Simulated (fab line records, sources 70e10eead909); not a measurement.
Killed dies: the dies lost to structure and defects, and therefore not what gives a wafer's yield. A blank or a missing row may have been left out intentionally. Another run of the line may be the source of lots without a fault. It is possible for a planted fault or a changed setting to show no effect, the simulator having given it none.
Which tool was responsible? ; flow nand_harc ; 12 lots, 36 wafers sampled, at 6 steps of a route of 1159

## WHAT EACH GAUGE READ, for each wafer
NHARC_THIN_TSV_THK_MEAS_02: measures by ir. Usual: thk_nm reads 2954 nm (standard deviation 230).
lot;measured;on;thk_nm (nm);flag
L175;day 18 14:04;film_metro-01;2980 3032 2811;
L178;day 18 21:10;film_metro-01;2652 2867 2633;
L176;day 19 00:43;film_metro-02;3419 3342 3428;
L180;day 18 22:20;film_metro-01;3145 3183 3008;
L179;day 18 23:32;film_metro-02;2834 2491 2574;
L177;day 19 04:59;film_metro-02;3049 3067 2519;
L181;day 20 00:38;film_metro-01;2796 2605 2929;
L184;day 21 05:29;film_metro-01;3090 3056 3140;
L185;day 21 14:37;film_metro-01;2910 2878 2905;
L186;day 21 12:25;film_metro-01;2645 2866 3204;
L190;day 22 14:09;film_metro-01;2788 2778 2918;
L194;day 23 05:39;film_metro-01;3449 3073 3108;

NHARC_THIN_TSV_CD_MEAS_12: target cd 1000 nm. Usual: cd_nm reads 1000.1 nm (standard deviation 1.5).
lot;measured;on;cd_nm (nm);flag
L175;day 18 15:08;cd_sem-01;1002.3 1002.3 1003.4;
L178;day 18 22:13;cd_sem-01;1000.9 1002.2 1001.0;
L176;day 19 01:47;cd_sem-03;998.3 999.4 998.0;
L180;day 18 23:28;cd_sem-03;999.8 999.6 1001.4;
L179;day 19 00:35;cd_sem-03;996.6 1000.1 1000.2;
L177;day 19 06:03;cd_sem-02;1000.1 997.2 998.1;
L181;day 20 01:41;cd_sem-01;997.8 998.9 998.9;
L184;day 21 06:48;cd_sem-03;998.8 998.4 1000.1;
L185;day 21 15:34;cd_sem-02;999.3 1001.5 1000.2;
L186;day 21 13:28;cd_sem-01;999.6 997.7 997.4;
L190;day 22 15:12;cd_sem-02;1000.2 999.6 999.7;
L194;day 23 06:43;cd_sem-03;1001.7 1001.5 1002.9;

NHARC_END_SORT_01. Usual: defect_limited_yield 94.9 %, standard deviation 1.7; killed_at_array 31, standard deviation 12; killed_at_other 0.6, standard deviation 0.85; killed_at_periphery 3.0, standard deviation 2.3; killed_dies 35, standard deviation 12; killed_open 3.2, standard deviation 1.9; killed_short 1.8, standard deviation 1.4; sort_bin_2_pct 1.6 %, standard deviation 0.7; sort_bin_3_pct 0.28 %, standard deviation 0.22; sort_bin_4_pct 3.3 %, standard deviation 1.2; sort_n_pass 642, standard deviation 12; sort_rim_yield_pct 97.7 %, standard deviation 1.5; sort_yield_pct 94.9 %, standard deviation 1.7.
lot;measured;on;defect_limited_yield (%);killed_at_array;killed_at_other;killed_at_periphery;killed_dies;killed_open;killed_short;sort_bin_2_pct (%);sort_bin_3_pct (%);sort_bin_4_pct (%);sort_n_pass;sort_rim_yield_pct (%);sort_yield_pct (%);flag
L175;day 19 05:39;prober-01;97.2 96.9 96.0;18 20 24;0 1 1;1 0 2;19 21 27;5 3 3;1 0 2;0.7 0.7 1.2;0 0 0;2.1 2.4 2.8;658 656 650;99.1 99.1 97.2;97.2 96.9 96.0;
L178;day 19 13:36;prober-02;97.8 98.1 97.6;15 12 14;0 0 0;0 1 2;15 13 16;3 1 2;2 2 3;0.7 0.6 0.6;0 0.15 0;1.5 1.2 1.8;662 664 661;98.1 98.1 99.1;97.8 98.1 97.6;
L176;day 19 21:26;prober-01;96.2 96.6 94.7;17 14 28;1 2 0;8 7 8;26 23 36;5 4 5;2 3 3;1.6 0.6 1.8;0.44 0.15 0.30;1.8 2.7 3.2;651 654 641;100.0 96.2 96.2;96.2 96.6 94.7;
L181;day 20 17:20;prober-02;95.7 96.8 97.0;22 17 15;1 0 2;6 5 3;29 22 20;3 7 2;2 1 2;1.5 1.3 0.9;0.15 0 0.15;2.7 1.9 1.9;648 655 657;96.2 98.1 99.1;95.7 96.8 97.0;
L184;day 22 08:44;prober-01;62.2 59.7 61.9;254 269 257;0 1 0;2 3 1;256 273 258;4 2 4;2 1 0;11.1 11.4 12.7;2.51 3.55 2.81;24.2 25.4 22.6;421 404 419;70.8 64.2 57.5;62.2 59.7 61.9;OFF
L185;day 22 15:37;prober-02;60.1 61.3 64.5;269 258 239;1 2 1;0 2 0;270 262 240;2 2 1;2 1 0;13.6 12.9 11.4;2.22 2.66 1.77;24.1 23.2 22.3;407 415 437;70.8 57.5 70.8;60.1 61.3 64.5;OFF
L190;day 23 07:27;prober-01;94.7 95.1 93.6;34 29 38;0 1 4;2 3 1;36 33 43;1 5 2;2 2 0;1.6 1.3 3.0;0.89 0.15 0.44;2.8 3.4 3.0;641 644 634;100.0 99.1 99.1;94.7 95.1 93.6;
L194;day 24 05:10;prober-02;97.0 98.4 95.4;15 9 23;0 0 1;5 2 7;20 11 31;2 2 5;1 1 6;0.9 0.4 1.8;0.15 0.15 0;1.9 1.0 2.8;657 666 646;97.2 100.0 94.3;97.0 98.4 95.4;

## WHICH TOOL RAN EACH LOT (tool, then ch and the chambers of the sampled wafers, then the start)
lot;NHARC_A_M1_CMP_23;NHARC_A_BONDPAD_PVD_17;NHARC_THIN_TSV_GRIND_00
L175;cmp-02 ch 0,1, day 17 15:58;pvd_sputter-03, day 18 12:36 or earlier;grinder-01 ch 0, day 18 12:36
L178;cmp-04 ch 0,1,2, day 18 01:47;pvd_sputter-03, day 18 19:41 or earlier;grinder-01 ch 0, day 18 19:41
L176;cmp-03 ch 0,2,3, day 18 02:53;pvd_sputter-03, day 18 23:14 or earlier;grinder-01 ch 0, day 18 23:14
L180;cmp-04 ch 0,1,3, day 18 04:07;pvd_sputter-03, day 18 20:52 or earlier;grinder-01 ch 0, day 18 20:52
L179;cmp-02 ch 0,2,3, day 18 07:16;pvd_sputter-02, day 18 22:03 or earlier;grinder-01 ch 0, day 18 22:03
L177;cmp-04 ch 0,1,2, day 18 09:22;pvd_sputter-02, day 19 03:41 or earlier;grinder-01 ch 0, day 19 03:41
L181;cmp-03 ch 0,1,3, day 19 07:53;pvd_sputter-02, day 19 23:21 or earlier;grinder-01 ch 0, day 19 23:21
L184;cmp-02 ch 0,2,3, day 20 06:52;pvd_sputter-01, day 21 04:36 or earlier;grinder-01 ch 0, day 21 04:36
L185;cmp-02 ch 0,1,2, day 20 16:57;pvd_sputter-03, day 21 13:07 or earlier;grinder-01 ch 0, day 21 13:07
L186;cmp-03 ch 0,1,2, day 20 17:23;pvd_sputter-02, day 21 11:07 or earlier;grinder-01 ch 0, day 21 11:07
L190;cmp-03 ch 0,1,2, day 21 18:54;pvd_sputter-03, day 22 13:04 or earlier;grinder-01 ch 0, day 22 13:04
L194;cmp-04 ch 0,1,3, day 22 12:25;pvd_sputter-02, day 23 04:10 or earlier;grinder-01 ch 0, day 23 04:10
- NHARC_A_M1_CMP_23: polishes, t overpolish 20 s, target thk 154.34 nm.
- NHARC_A_BONDPAD_PVD_17: deposits TaN, target thk 5 nm, time 8.06 s.
- NHARC_THIN_TSV_GRIND_00

## WHAT THE TOOLS THEMSELVES READ (means of the sampled wafers that have a number; where no wafer has one, the mark that the record gives instead)
NHARC_A_M1_CMP_23. Usual: motor_current_A 12.0 A, standard deviation 1.1; time_to_endpoint_s 29.3 s, standard deviation 2.
lot;tool;motor_current_A (A);time_to_endpoint_s (s);flag
L175;cmp-02;11.8;27.4;
L178;cmp-04;10.5;28.7;
L176;cmp-03;13.0;26.8;
L180;cmp-04;10.8;28.7;
L179;cmp-02;11.8;29.2;
L177;cmp-04;10.7;29.8;
L181;cmp-03;13.1;30.3;
L184;cmp-02;12.2;32.2;
L185;cmp-02;12.1;30.2;
L186;cmp-03;13.1;28.9;
L190;cmp-03;13.3;29.0;
L194;cmp-04;10.9;31.0;

NHARC_A_BONDPAD_PVD_17. Usual: bias_v 168.6 V, standard deviation 1.6; throttle_valve_pct 30.2 %, standard deviation 1.1.
lot;tool;bias_v (V);throttle_valve_pct (%);flag
L175;pvd_sputter-03;169.2;29.6;
L178;pvd_sputter-03;168.3;30.4;
L176;pvd_sputter-03;169.2;29.9;
L180;pvd_sputter-03;170.2;29.8;
L179;pvd_sputter-02;168.2;28.7;
L177;pvd_sputter-02;167.2;30.0;
L181;pvd_sputter-02;167.8;29.5;
L184;pvd_sputter-01;168.7;30.7;
L185;pvd_sputter-03;170.6;31.0;
L186;pvd_sputter-02;168.1;29.3;
L190;pvd_sputter-03;167.7;30.7;
L194;pvd_sputter-02;168.9;30.3;

NHARC_THIN_TSV_GRIND_00. Usual: motor_current_A reads 11.998 A (standard deviation 0.02).
lot;tool;motor_current_A (A);flag
L175;grinder-01;11.976;
L178;grinder-01;12.003;
L176;grinder-01;11.983;
L180;grinder-01;11.996;
L179;grinder-01;11.991;
L177;grinder-01;11.999;
L181;grinder-01;12.017;
L184;grinder-01;11.983;
L185;grinder-01;12.000;
L186;grinder-01;11.994;
L190;grinder-01;11.999;
L194;grinder-01;12.000;

## THE ANSWER, worked out from the rows above alone
Rule: a lot is off if the mean of its wafers that have a number lies more than 3 standard deviations from the usual mean. A lot without any number at a reading at which 4 lots or more have one is off too. Any other lot the step has rows for is counted as sound. First the gauges in route order, then the tools' own readings, where a lot's mean is used as printed above. At the first step where some lot is off, the reading lying furthest off is the one used; lots without a number count as furthest.
Off: L184, L185, at NHARC_END_SORT_01 (sort_rim_yield_pct). Neither off nor sound, because the step has no rows for them: L180, L179, L177, L186.
A tool fits if, at a process step before that reading, it ran every lot that is off, and no sound lot after the first of them. The gauges at NHARC_END_SORT_01 are tried like those tools. Because NHARC_A_BONDPAD_PVD_17 lacks a start for some lots, the hours and order of its lots are taken from NHARC_THIN_TSV_GRIND_00. One fits: NHARC_A_M1_CMP_23 on cmp-02. Its last sound lot is L175 (day 17 15:58), its first lot that is off L184 (day 20 06:52): a fault that began between those two fits.

## WHAT THE SIMULATOR HAD INSERTED
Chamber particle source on cmp-02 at NHARC_A_M1_CMP_23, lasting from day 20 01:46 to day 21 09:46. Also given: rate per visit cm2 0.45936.
Lots struck among those shown: L184, L185. The same result came from the rule above.
